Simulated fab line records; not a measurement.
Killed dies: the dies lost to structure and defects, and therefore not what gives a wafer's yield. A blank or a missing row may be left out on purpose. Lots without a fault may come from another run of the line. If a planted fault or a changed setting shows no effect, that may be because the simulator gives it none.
What tool caused it? :: flow nand_harc :: 36 wafers from 12 lots sampled at 5 of the route's 1302 steps

WHAT THE GAUGES SHOWED, per wafer
NHARC_A_ONON_D2_THK_MEAS_05: measures by ellipsometry. Usual: thk_nm at 1000 nm, with a standard deviation of 7.8.
lot: L230
measured: day 12 23:17
on: film_metro-01
thk_nm (nm): 997 998 996
flag: 

lot: L231
measured: day 12 23:17
on: film_metro-02
thk_nm (nm): 1012 1011 1010
flag: 

lot: L232
measured: day 13 15:28
on: film_metro-01
thk_nm (nm): 1005 1006 1006
flag: 

lot: L233
measured: day 14 03:43
on: film_metro-02
thk_nm (nm): 1008 1008 1008
flag: 

lot: L235
measured: day 14 03:33
on: film_metro-02
thk_nm (nm): 989 989 991
flag: 

lot: L234
measured: day 14 03:54
on: film_metro-02
thk_nm (nm): 996 997 996
flag: 

lot: L236
measured: day 14 19:35
on: film_metro-02
thk_nm (nm): 1012 1009 1009
flag: 

lot: L237
measured: day 15 05:17
on: film_metro-01
thk_nm (nm): 994 994 997
flag: 

lot: L241
measured: day 16 21:30
on: film_metro-01
thk_nm (nm): 989 988 991
flag: 

lot: L248
measured: day 19 13:25
on: film_metro-02
thk_nm (nm): 997 1001 997
flag: 

lot: L249
measured: day 19 23:25
on: film_metro-01
thk_nm (nm): 1000 1003 1001
flag: 

lot: L251
measured: day 21 01:13
on: film_metro-02
thk_nm (nm): 1002 1002 1000
flag: 

NHARC_A_ONON_D2_THK_MEAS_11: measures by ellipsometry. Usual: thk_nm at 997 nm, with a standard deviation of 11.
lot: L230
measured: day 13 00:25
on: film_metro-02
thk_nm (nm): 1004 1002 1004
flag: 

lot: L231
measured: day 13 00:25
on: film_metro-02
thk_nm (nm): 992 991 991
flag: 

lot: L232
measured: day 13 16:35
on: film_metro-01
thk_nm (nm): 991 992 992
flag: 

lot: L233
measured: day 14 05:02
on: film_metro-02
thk_nm (nm): 1005 1006 1005
flag: 

lot: L235
measured: day 14 04:41
on: film_metro-02
thk_nm (nm): 992 990 990
flag: 

lot: L234
measured: day 14 05:10
on: film_metro-01
thk_nm (nm): 994 995 993
flag: 

lot: L236
measured: day 14 20:43
on: film_metro-02
thk_nm (nm): 1005 1004 1007
flag: 

lot: L237
measured: day 15 06:25
on: film_metro-01
thk_nm (nm): 986 985 987
flag: 

lot: L241
measured: day 16 22:38
on: film_metro-01
thk_nm (nm): 979 977 979
flag: 

lot: L248
measured: day 19 14:32
on: film_metro-01
thk_nm (nm): 997 997 995
flag: 

lot: L249
measured: day 20 00:41
on: film_metro-01
thk_nm (nm): 986 986 988
flag: 

lot: L251
measured: day 21 02:22
on: film_metro-02
thk_nm (nm): 1005 1004 1004
flag: 

NHARC_A_ONON_D2_THK_MEAS_34: measures by ellipsometry. Usual: thk_nm at 200 nm, with a standard deviation of 3.5.
lot: L230
measured: day 13 11:47
on: film_metro-01
thk_nm (nm): 196 202 196
flag: 

lot: L231
measured: day 13 11:46
on: film_metro-02
thk_nm (nm): 199 201 202
flag: 

lot: L232
measured: day 14 07:43
on: film_metro-01
thk_nm (nm): 199 195 203
flag: 

lot: L233
measured: day 14 15:53
on: film_metro-02
thk_nm (nm): 196 200 201
flag: 

lot: L235
measured: day 14 15:53
on: film_metro-01
thk_nm (nm): 195 196 201
flag: 

lot: L234
measured: day 14 16:09
on: film_metro-02
thk_nm (nm): 194 199 198
flag: 

lot: L236
measured: day 15 08:50
on: film_metro-02
thk_nm (nm): 200 203 195
flag: 

lot: L237
measured: day 15 20:13
on: film_metro-02
thk_nm (nm): 200 202 201
flag: 

lot: L241
measured: day 17 09:16
on: film_metro-02
thk_nm (nm): 198 201 201
flag: 

lot: L248
measured: day 20 01:31
on: film_metro-02
thk_nm (nm): 195 180 204
flag: 

lot: L249
measured: day 20 11:29
on: film_metro-02
thk_nm (nm): 200 201 200
flag: 

lot: L251
measured: day 21 13:44
on: film_metro-02
thk_nm (nm): 203 202 207
flag: 

WHAT TOOL EACH LOT RAN ON (gives the tool, then ch and the chambers of the sampled wafers, and finally the start)
lot: L230
NHARC_A_DECK1_JOINT_CMP_13: cmp-04 ch 0,1, day 12 01:20
NHARC_A_ONON_D2_DEP_33: pecvd-01 ch 0,1, day 13 11:28

lot: L231
NHARC_A_DECK1_JOINT_CMP_13: cmp-02 ch 0,1,3, day 12 01:21
NHARC_A_ONON_D2_DEP_33: pecvd-02 ch 0,1, day 13 11:21

lot: L232
NHARC_A_DECK1_JOINT_CMP_13: cmp-02 ch 0,1,3, day 12 15:46
NHARC_A_ONON_D2_DEP_33: pecvd-03 ch 1,2, day 14 07:17

lot: L233
NHARC_A_DECK1_JOINT_CMP_13: cmp-04 ch 0,3, day 13 00:50
NHARC_A_ONON_D2_DEP_33: pecvd-02 ch 0,1, day 14 15:31

lot: L235
NHARC_A_DECK1_JOINT_CMP_13: cmp-02 ch 0,2,3, day 13 05:46
NHARC_A_ONON_D2_DEP_33: pecvd-03 ch 0,2, day 14 15:28

lot: L234
NHARC_A_DECK1_JOINT_CMP_13: cmp-01 ch 1,3, day 13 05:46
NHARC_A_ONON_D2_DEP_33: pecvd-03 ch 0,1,2, day 14 15:44

lot: L236
NHARC_A_DECK1_JOINT_CMP_13: cmp-02 ch 0,1,3, day 13 15:29
NHARC_A_ONON_D2_DEP_33: pecvd-02 ch 0,1,2, day 15 08:25

lot: L237
NHARC_A_DECK1_JOINT_CMP_13: cmp-02 ch 0,1,2, day 14 04:00
NHARC_A_ONON_D2_DEP_33: pecvd-02 ch 0,1, day 15 19:51

lot: L241
NHARC_A_DECK1_JOINT_CMP_13: cmp-01 ch 0,3, day 15 17:46
NHARC_A_ONON_D2_DEP_33: pecvd-03 ch 1,2, day 17 08:54

lot: L248
NHARC_A_DECK1_JOINT_CMP_13: cmp-01 ch 0,2,3, day 18 15:19
NHARC_A_ONON_D2_DEP_33: pecvd-03 ch 0,1,2, day 20 01:06

lot: L249
NHARC_A_DECK1_JOINT_CMP_13: cmp-04 ch 0,1,3, day 18 22:03
NHARC_A_ONON_D2_DEP_33: pecvd-01 ch 0,2, day 20 11:05

lot: L251
NHARC_A_DECK1_JOINT_CMP_13: cmp-04 ch 1,2, day 20 01:19
NHARC_A_ONON_D2_DEP_33: pecvd-02 ch 0,2, day 21 13:19
- NHARC_A_DECK1_JOINT_CMP_13: polishes, target thk 51.023 nm.
- NHARC_A_ONON_D2_DEP_33: deposits SiO2, target thk 200 nm.

WHAT THE TOOLS THEMSELVES READ (means of the sampled wafers that have a number; where no wafer has one, the mark that the record gives instead)
NHARC_A_DECK1_JOINT_CMP_13. Usual: edge_zone_pressure_frac 1.000, standard deviation 0.0048; motor_current_A 11.5 A, standard deviation 0.86; slurry_flow_ml_min 150.0, standard deviation 0.5; time_to_endpoint_s 9.3 s, standard deviation 2.7.
lot: L230
tool: cmp-04
edge_zone_pressure_frac: 0.999
motor_current_A (A): 12.2
slurry_flow_ml_min: 149.9
time_to_endpoint_s (s): 7.1
flag: 

lot: L231
tool: cmp-02
edge_zone_pressure_frac: 1.002
motor_current_A (A): 11.2
slurry_flow_ml_min: 150.3
time_to_endpoint_s (s): 10.3
flag: 

lot: L232
tool: cmp-02
edge_zone_pressure_frac: 1.001
motor_current_A (A): 11.2
slurry_flow_ml_min: 149.8
time_to_endpoint_s (s): 10.3
flag: 

lot: L233
tool: cmp-04
edge_zone_pressure_frac: 1.001
motor_current_A (A): 11.7
slurry_flow_ml_min: 150.4
time_to_endpoint_s (s): 8.9
flag: 

lot: L235
tool: cmp-02
edge_zone_pressure_frac: 0.999
motor_current_A (A): 12.0
slurry_flow_ml_min: 149.6
time_to_endpoint_s (s): 8.2
flag: 

lot: L234
tool: cmp-01
edge_zone_pressure_frac: 0.999
motor_current_A (A): 10.8
slurry_flow_ml_min: 149.9
time_to_endpoint_s (s): 8.4
flag: 

lot: L236
tool: cmp-02
edge_zone_pressure_frac: 1.000
motor_current_A (A): 11.4
slurry_flow_ml_min: 150.1
time_to_endpoint_s (s): 11.6
flag: 

lot: L237
tool: cmp-02
edge_zone_pressure_frac: 0.999
motor_current_A (A): 11.6
slurry_flow_ml_min: 149.7
time_to_endpoint_s (s): 11.4
flag: 

lot: L241
tool: cmp-01
edge_zone_pressure_frac: 0.998
motor_current_A (A): 11.4
slurry_flow_ml_min: 150.3
time_to_endpoint_s (s): 6.9
flag: 

lot: L248
tool: cmp-01
edge_zone_pressure_frac: 1.006
motor_current_A (A): 11.8
slurry_flow_ml_min: 149.8
time_to_endpoint_s (s): 8.1
flag: 

lot: L249
tool: cmp-04
edge_zone_pressure_frac: 0.999
motor_current_A (A): 11.6
slurry_flow_ml_min: 150.1
time_to_endpoint_s (s): 9.0
flag: 

lot: L251
tool: cmp-04
edge_zone_pressure_frac: 1.002
motor_current_A (A): 10.9
slurry_flow_ml_min: 149.8
time_to_endpoint_s (s): 6.6
flag: 

NHARC_A_ONON_D2_DEP_33. Usual: heater_power_w 584 W, standard deviation 70; mfc_precursor_sccm 161.3 sccm, standard deviation 0.43; throttle_valve_pct 16.0 %, standard deviation 0.36.
lot: L230
tool: pecvd-01
heater_power_w (W): 616
mfc_precursor_sccm (sccm): 161.0
throttle_valve_pct (%): 16.2
flag: 

lot: L231
tool: pecvd-02
heater_power_w (W): 493
mfc_precursor_sccm (sccm): 161.3
throttle_valve_pct (%): 15.9
flag: 

lot: L232
tool: pecvd-03
heater_power_w (W): 549
mfc_precursor_sccm (sccm): 161.2
throttle_valve_pct (%): 16.3
flag: 

lot: L233
tool: pecvd-02
heater_power_w (W): 510
mfc_precursor_sccm (sccm): 161.2
throttle_valve_pct (%): 15.7
flag: 

lot: L235
tool: pecvd-03
heater_power_w (W): 575
mfc_precursor_sccm (sccm): 161.2
throttle_valve_pct (%): 16.0
flag: 

lot: L234
tool: pecvd-03
heater_power_w (W): 582
mfc_precursor_sccm (sccm): 161.2
throttle_valve_pct (%): 16.3
flag: 

lot: L236
tool: pecvd-02
heater_power_w (W): 507
mfc_precursor_sccm (sccm): 161.2
throttle_valve_pct (%): 15.8
flag: 

lot: L237
tool: pecvd-02
heater_power_w (W): 532
mfc_precursor_sccm (sccm): 161.3
throttle_valve_pct (%): 15.7
flag: 

lot: L241
tool: pecvd-03
heater_power_w (W): 656
mfc_precursor_sccm (sccm): 161.5
throttle_valve_pct (%): 16.0
flag: 

lot: L248
tool: pecvd-03
heater_power_w (W): 579
mfc_precursor_sccm (sccm): 156.9
throttle_valve_pct (%): 16.0
flag: OFF

lot: L249
tool: pecvd-01
heater_power_w (W): 605
mfc_precursor_sccm (sccm): 161.4
throttle_valve_pct (%): 16.2
flag: 

lot: L251
tool: pecvd-02
heater_power_w (W): 596
mfc_precursor_sccm (sccm): 161.2
throttle_valve_pct (%): 16.0
flag: 

THE ANSWER, worked out from the rows above alone
Rule: a lot counts as off when the mean over its wafers that have a number is more than 3 standard deviations away from the usual mean. Also off: a lot with no number at a reading for which 4 or more lots have one. Where the step has rows for the other lots, those lots are counted as sound. First the gauges in route order, then the tools' own readings, where a lot's mean is used as printed above. The first step at which some lot is off is used, and at that step the reading that is off furthest; a lot without a number counts as furthest.
Off at NHARC_A_ONON_D2_DEP_33 (mfc_precursor_sccm): L248.
If a tool, at that step or one of the process steps before it, ran each lot that is off and ran no sound lot following the first of them, it fits. 2 tools fit, cmp-01 at NHARC_A_DECK1_JOINT_CMP_13 and pecvd-03 at NHARC_A_ONON_D2_DEP_33, so this cannot tell which one it is.

WHAT HAD BEEN PUT IN BY THE SIMULATOR
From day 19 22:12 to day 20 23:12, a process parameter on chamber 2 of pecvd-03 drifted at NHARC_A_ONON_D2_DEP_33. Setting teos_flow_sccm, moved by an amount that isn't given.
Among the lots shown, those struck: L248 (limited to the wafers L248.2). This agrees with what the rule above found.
